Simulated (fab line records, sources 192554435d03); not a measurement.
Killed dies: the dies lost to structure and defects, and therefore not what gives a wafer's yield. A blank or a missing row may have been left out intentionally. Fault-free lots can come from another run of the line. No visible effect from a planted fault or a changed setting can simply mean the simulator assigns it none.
Tool commonality check / flow n5-finfet / Sampled: 9 lots, 27 wafers

== WHY THIS WAS OPENED ==
Of 9 lots, 2 have the reading M0_CORE_OVL flagged at N5_BEOL_M0_SAQP_OVL_MEAS_15. Fault-free wafers read 0.2 nm, with a standard deviation of 0.69.
Rule: a lot is flagged in two cases, either no wafer of it has a number, or all its wafers with numbers fall more than 4 standard deviations from that mean. The rest of the lots are taken to be sound.

lot=L230; measured=day 5 20:47; on=overlay-01; M0_CORE_OVL (nm), wafer by wafer=0.3 -0.1 0.4; flag=
lot=L232; measured=day 6 04:16; on=overlay-01; M0_CORE_OVL (nm), wafer by wafer=0.6 0.6 -0.1; flag=
lot=L234; measured=day 6 18:22; on=overlay-02; M0_CORE_OVL (nm), wafer by wafer=0.1 0.4 1.0; flag=
lot=L235; measured=day 6 23:30; on=overlay-01; M0_CORE_OVL (nm), wafer by wafer=0.7 0.6 1.0; flag=
lot=L243; measured=day 9 07:04; on=overlay-02; M0_CORE_OVL (nm), wafer by wafer=13.5 13.5 13.4; flag=FLAGGED
lot=L244; measured=day 9 08:14; on=overlay-01; M0_CORE_OVL (nm), wafer by wafer=13.1 12.8 13.8; flag=FLAGGED
lot=L247; measured=day 10 04:42; on=overlay-01; M0_CORE_OVL (nm), wafer by wafer=1.4 0.8 1.0; flag=
lot=L248; measured=day 10 06:13; on=overlay-02; M0_CORE_OVL (nm), wafer by wafer=0.3 1.2 0.3; flag=
lot=L249; measured=day 10 15:59; on=overlay-01; M0_CORE_OVL (nm), wafer by wafer=0.0 -0.2 0.0; flag=
The mean of the flagged lots' numbers is 13.3 nm, +13.2 nm from the usual (+19 standard deviations).

== TOOL THAT RAN EACH LOT ==
Before the reading, the record contains 2 process steps out of a 1938-step route. Every cell lists first the tool, next ch and the chambers used by the sampled wafers, and last the start.
lot=L230; flag=; N5_MOL_CONTACT_COAG_CMP_52=cmp-01 ch 1,3, day 5 15:02; N5_BEOL_M0_SAQP_EXPOSE_11=arfi-scanner-02 ch 0, day 5 20:38
lot=L232; flag=; N5_MOL_CONTACT_COAG_CMP_52=cmp-04 ch 0,1,2, day 5 20:55; N5_BEOL_M0_SAQP_EXPOSE_11=arfi-scanner-02 ch 0, day 6 04:07
lot=L234; flag=; N5_MOL_CONTACT_COAG_CMP_52=cmp-04 ch 1,2,3, day 6 12:08; N5_BEOL_M0_SAQP_EXPOSE_11=arfi-scanner-01 ch 0, day 6 18:13
lot=L235; flag=; N5_MOL_CONTACT_COAG_CMP_52=cmp-04 ch 1,2,3, day 6 16:58; N5_BEOL_M0_SAQP_EXPOSE_11=arfi-scanner-03 ch 0, day 6 23:20
lot=L243; flag=FLAGGED; N5_MOL_CONTACT_COAG_CMP_52=cmp-02 ch 1,2, day 9 00:16; N5_BEOL_M0_SAQP_EXPOSE_11=arfi-scanner-02 ch 0, day 9 06:55
lot=L244; flag=FLAGGED; N5_MOL_CONTACT_COAG_CMP_52=cmp-02 ch 1,2,3, day 9 01:50; N5_BEOL_M0_SAQP_EXPOSE_11=arfi-scanner-02 ch 0, day 9 08:05
lot=L247; flag=; N5_MOL_CONTACT_COAG_CMP_52=cmp-01 ch 1,2, day 9 21:58; N5_BEOL_M0_SAQP_EXPOSE_11=arfi-scanner-01 ch 0, day 10 04:33
lot=L248; flag=; N5_MOL_CONTACT_COAG_CMP_52=cmp-01 ch 2,3, day 9 22:40; N5_BEOL_M0_SAQP_EXPOSE_11=arfi-scanner-01 ch 0, day 10 06:03
lot=L249; flag=; N5_MOL_CONTACT_COAG_CMP_52=cmp-01 ch 0,1,2, day 10 10:40; N5_BEOL_M0_SAQP_EXPOSE_11=arfi-scanner-03 ch 0, day 10 15:50
What the steps here do:
- N5_MOL_CONTACT_COAG_CMP_52: polishes, stops on SiO2, t overpolish 1.5 s, target thk 66.5 nm.
- N5_BEOL_M0_SAQP_EXPOSE_11: exposes mask M0 CORE, target cd 42 nm.
- N5_BEOL_M0_SAQP_OVL_MEAS_15

== FLAGGED AGAINST TOTAL, ONE TOOL AT A TIME (gauges that did the reading follow at the end) ==
step=N5_MOL_CONTACT_COAG_CMP_52; tool=cmp-01; lots run=4; flagged=0; share of the flagged lots=none; sound lots run after its first flagged lot=-
step=N5_MOL_CONTACT_COAG_CMP_52; tool=cmp-02; lots run=2; flagged=2; share of the flagged lots=all; sound lots run after its first flagged lot=0
step=N5_MOL_CONTACT_COAG_CMP_52; tool=cmp-04; lots run=3; flagged=0; share of the flagged lots=none; sound lots run after its first flagged lot=-
step=N5_BEOL_M0_SAQP_EXPOSE_11; tool=arfi-scanner-01; lots run=3; flagged=0; share of the flagged lots=none; sound lots run after its first flagged lot=-
step=N5_BEOL_M0_SAQP_EXPOSE_11; tool=arfi-scanner-02; lots run=4; flagged=2; share of the flagged lots=all; sound lots run after its first flagged lot=0
step=N5_BEOL_M0_SAQP_EXPOSE_11; tool=arfi-scanner-03; lots run=2; flagged=0; share of the flagged lots=none; sound lots run after its first flagged lot=-
step=N5_BEOL_M0_SAQP_OVL_MEAS_15; tool=overlay-01; lots run=6; flagged=1; share of the flagged lots=some; sound lots run after its first flagged lot=2 (L247,L249)
step=N5_BEOL_M0_SAQP_OVL_MEAS_15; tool=overlay-02; lots run=3; flagged=1; share of the flagged lots=some; sound lots run after its first flagged lot=1 (L248)

== WHAT IS ALLOWED BY THE TABLE ==
2 rows of the table ran every flagged lot: cmp-02 at N5_MOL_CONTACT_COAG_CMP_52, arfi-scanner-02 at N5_BEOL_M0_SAQP_EXPOSE_11.
- cmp-02 at N5_MOL_CONTACT_COAG_CMP_52: 2 of its 2 lots flagged. Because this sample shows no sound lot run on it before its first flagged lot, the start cannot be pinned down more closely.
- arfi-scanner-02 at N5_BEOL_M0_SAQP_EXPOSE_11: 2 of its 4 lots flagged. A fault beginning between L232 (day 6 04:07), its last sound lot, and L243 (day 9 06:55), its first flagged one, fits the data.
Counting lots can't tell these 2 tools apart, because each fits a fault that began at some hour. More lots, or a look at what each step does to the wafer, might.

== WHAT WAS PUT IN BY THE SIMULATOR ==
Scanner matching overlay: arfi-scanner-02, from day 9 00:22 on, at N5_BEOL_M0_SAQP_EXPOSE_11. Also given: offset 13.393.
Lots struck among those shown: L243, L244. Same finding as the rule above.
